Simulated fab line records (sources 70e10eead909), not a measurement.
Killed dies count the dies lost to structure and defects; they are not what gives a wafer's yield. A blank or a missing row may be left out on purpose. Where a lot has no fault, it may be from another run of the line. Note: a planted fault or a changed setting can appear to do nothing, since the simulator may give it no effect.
Struck lot and sound lot, side by side | flow nand_harc | 15 steps out of a route of 1159
Sound: these wafers, L462.1, L462.2, L462.5. Struck: wafer L469.2 (L469.4, L469.5, from the same lot, were not struck and are left out); the cause is given at the end.
Per side, at each step with rows, come the tool, then ch with its chambers, and then its first start. Under that, the readings that differ: sound wafers | struck wafers | difference of the means | sigmas: that difference in standard deviations of wafers without a fault.
alike: readings whose means differ by less than 2 such deviations, and words and numbers that are the same on both sides. not compared: withheld readings, readings that some wafer has no value for, bounds like >300 that may hide the same value, and numbers for which the record gives no deviation and whose values overlap.
A row with sigmas, a row that says differs or no value, or rows on one side alone: a step with any of these is where the two part. Numbers that don't overlap but have no deviation are shown without sigmas and don't part them. Lack of a reading on every wafer of one side parts them only where that side has two or more wafers.

first, 6 steps without rows for these wafers: NHARC_P_STI_COAT_03 (resist thk 600 nm); NHARC_P_STI_SOFTBAKE_04 (time 70 s); NHARC_P_STI_EBR_05; NHARC_P_STI_EXPOSE_06 (exposes mask P STI, target cd 200 nm); NHARC_P_STI_PEB_07 (peb time 80 s); NHARC_P_STI_DEVELOP_08 (time 50 s).
NHARC_P_STI_CD_MEAS_09 targets a cd of 200 nm.
  sound on cd_sem-03 ch 0, day 4 19:40; struck on cd_sem-01 ch 0, day 6 18:26
  alike: cd_nm
NHARC_P_STI_OVL_MEAS_10:
  sound on overlay-02 at day 4 19:46; struck on overlay-02 at day 6 18:32
  alike: overlay_x_nm, overlay_y_nm
NHARC_P_STI_INSPECT_11:
  sound on defect_inspect-02 at day 4 19:48; struck on defect_inspect-02 at day 6 18:34
  reading          | sound | struck | difference | sigmas
  raw_defect_count | 4 5 5 | 11     | +6         | +2
then, 1 step without rows for these wafers: NHARC_P_STI_HARDBAKE_13 (time 65 s).
NHARC_P_STI_DESCUM_14: chemistry O2, time 3 s.
  sound on rie_diel-12 ch 0,2, day 4 19:56; struck on rie_diel-12 ch 3, day 6 18:42
  alike: drypump_motor_current_A, oes_product_au, rf_vpp_V, showerhead_plenum_p_Torr, throttle_valve_pct
  not compared: rf_hours_counter_h
NHARC_P_STI_ETCH_42: etches the open film in N2/H2, target depth 80 nm, overetch 24 nm, time 61 s.
  sound on rie_diel-12 ch 0,1,2, day 4 20:01; struck on rie_diel-12 ch 2, day 6 18:47
  alike: drypump_motor_current_A, oes_product_au, rf_vpp_V, run_length_s, showerhead_plenum_p_Torr, throttle_valve_pct
  not compared: rf_hours_counter_h
NHARC_P_STI_ETCH_31: etches the open film in CF4/CHF3, target depth 108.9 nm, time 54.5 s.
  sound on rie_diel-12 ch 0,1, day 4 20:06; struck on rie_diel-12 ch 1, day 6 18:52
  reading          | sound          | struck | difference | sigmas
  run_length_s (s) | 75.6 76.3 75.9 | 66.5   | -9.4       | -21
  alike: drypump_motor_current_A, oes_product_au, rf_vpp_V, showerhead_plenum_p_Torr, throttle_valve_pct
  not compared: rf_hours_counter_h
NHARC_P_STI_ETCH_15: etches the open film in HBr/Cl2, target depth 300 nm, time 100.1 s.
  sound on rie_si-02 ch 2,3, day 4 20:13; struck on rie_si-01 ch 1, day 6 18:59
  alike: drypump_motor_current_A, oes_product_au, throttle_valve_pct
  not compared: rf_hours_counter_h
-- break in the record here, with 18 days between the starts of the struck wafers on either side (left off in module P_STI, picked up again in module END, where the first step shown is number 1159 on the route) --
NHARC_END_SORT_01:
  only the struck wafers appear in the record here, on prober-02 ch 0 at day 24 16:19; the sound ones have no rows

== WHERE THEY PART ==
Last at NHARC_END_SORT_01 as far as this record goes, first at NHARC_P_STI_INSPECT_11.

WHY: what had been put in by the simulator
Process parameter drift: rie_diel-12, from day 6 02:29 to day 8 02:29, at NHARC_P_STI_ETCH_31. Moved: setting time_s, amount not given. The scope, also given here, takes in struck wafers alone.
